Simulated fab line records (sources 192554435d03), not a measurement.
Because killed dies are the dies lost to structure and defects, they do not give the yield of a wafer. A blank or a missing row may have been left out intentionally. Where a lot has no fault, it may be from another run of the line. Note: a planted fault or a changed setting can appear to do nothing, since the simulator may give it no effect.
A lot that was struck, set against a sound lot :: flow n5 finfet :: 18 out of 1938 route steps
Sound: these wafers, L699.1, L699.2, L699.3. The struck wafers were L702.4, L702.5, L702.6. At the end, the cause is stated.
Order at every step that has rows: each side's tool, ch and its chambers, its first start. Under that, the readings that differ: sound wafers :: struck wafers :: difference of the means :: sigmas: that difference in standard deviations of wafers without a fault.
alike: words and numbers the same on both sides, and readings whose means are apart by under 2 such deviations; not compared: readings that were withheld, readings missing a value for some wafer, numbers with overlapping values and no deviation given by the record, and bounds like >300 which may hide the same value.
A row with sigmas, a row that says differs or no value, or rows on one side alone: a step with any of these is where the two part. When numbers do not overlap yet have no deviation, they are printed without sigmas and do not part them. A reading missing from all wafers of one side parts the sides only when that side holds two or more wafers.

first, 4 steps without rows for these wafers: N5_HKMG_FIN_PRECLEAN_64 (cleans in dHF, time 30 s); N5_HKMG_FIN_WET_ETCH_65 (etches a-Si in TMAH, stops on TiN, time 49 s, target depth 3 nm); N5_HKMG_FIN_WET_ETCH_81 (etches TiN in SC1, stops on HfO2, time 57 s, target depth 6 nm); N5_HKMG_FIN_WET_ETCH_82 (etches La2O3 in dHCl, stops on HfO2, target depth 2 nm, rinse time 30 s).
N5_HKMG_FIN_ALD_36: deposits TiN, target thk 1 nm, pulse time 1 s, purge time 3 s.
  sound on ald metal-02 ch 0,1,3, day 5 12:46; struck on ald metal-04 ch 1,2,3, day 6 00:35
  alike: heater power w, precursor pulse height rel
N5_HKMG_FIN_THK_MEAS_70: measures by xrf.
  struck on film metro-01, day 6 00:44; sound on film metro-01, day 5 13:03
  alike: HK_THK
N5_HKMG_FIN_PWFM_ALD_03: deposits TiN, target thk 2 nm, pulse time 1 s, purge time 3 s.
  sound on ald metal-02 ch 0,1,3, day 5 13:05; struck on ald metal-02 ch 0,2,3, day 6 00:47
  alike: heater power w, precursor pulse height rel
then, 5 steps without rows for these wafers: N5_HKMG_FIN_COAT_29 (time 60 s, resist thk 300 nm); N5_HKMG_FIN_COAT_30 (time 60 s, resist thk 35 nm); N5_HKMG_FIN_COAT_06 (resist thk 90 nm); N5_HKMG_FIN_EBR_08; N5_HKMG_FIN_SOFTBAKE_07 (time 60 s).
N5_HKMG_FIN_EXPOSE_09: exposes mask NWFM.
  sound on arfi scanner-01 ch 0, day 5 13:41; struck on arfi scanner-03 ch 0, day 6 01:23
reading: exposure dose mJ cm2
sound: 39.19 39.22 39.20
struck: 45.92 45.87 45.87
difference: +6.68
sigmas: +83
  alike: mask
then, 2 steps without rows for these wafers: N5_HKMG_FIN_PEB_10 (peb time 60 s); N5_HKMG_FIN_DEVELOP_11 (develop time 30 s).
N5_HKMG_FIN_CD_MEAS_12 targets a cd of 92.8 nm.
  sound on cd sem-03 ch 0, day 5 13:48; struck on cd sem-03 ch 0, day 6 01:30
reading: cd nm (nm)
sound: 92.7 93.1 93.5
struck: 102.0 103.0 103.0
difference: +9.6
sigmas: +17
N5_HKMG_FIN_OVL_MEAS_13:
  sound on overlay-02 ch 0, day 5 13:50; struck on overlay-02 ch 0, day 6 01:31
reading: NWFM_OVL (nm)
sound: -1.0 -1.7 -1.5
struck: 1.3 1.0 0.3
difference: +2.3
sigmas: +3
-- a jump in the record: the struck wafers' starts before and after are 8 days apart (it breaks off in module HKMG_FIN and resumes in module PASSIVATION, where the first step shown is number 1936 of the route) --
N5_PASSIVATION_PROBE_49:
  rows exist in the record for the struck wafers here (prober-01, day 14 08:12), but not for the sound ones

WHERE THEY PART
At N5_HKMG_FIN_EXPOSE_09 first; at N5_PASSIVATION_PROBE_49 last (within this record only).

WHY: the cause the simulator had injected
Drift in process parameters on arfi scanner-03 at N5_HKMG_FIN_EXPOSE_09, starting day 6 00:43. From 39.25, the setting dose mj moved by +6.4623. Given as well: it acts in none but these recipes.
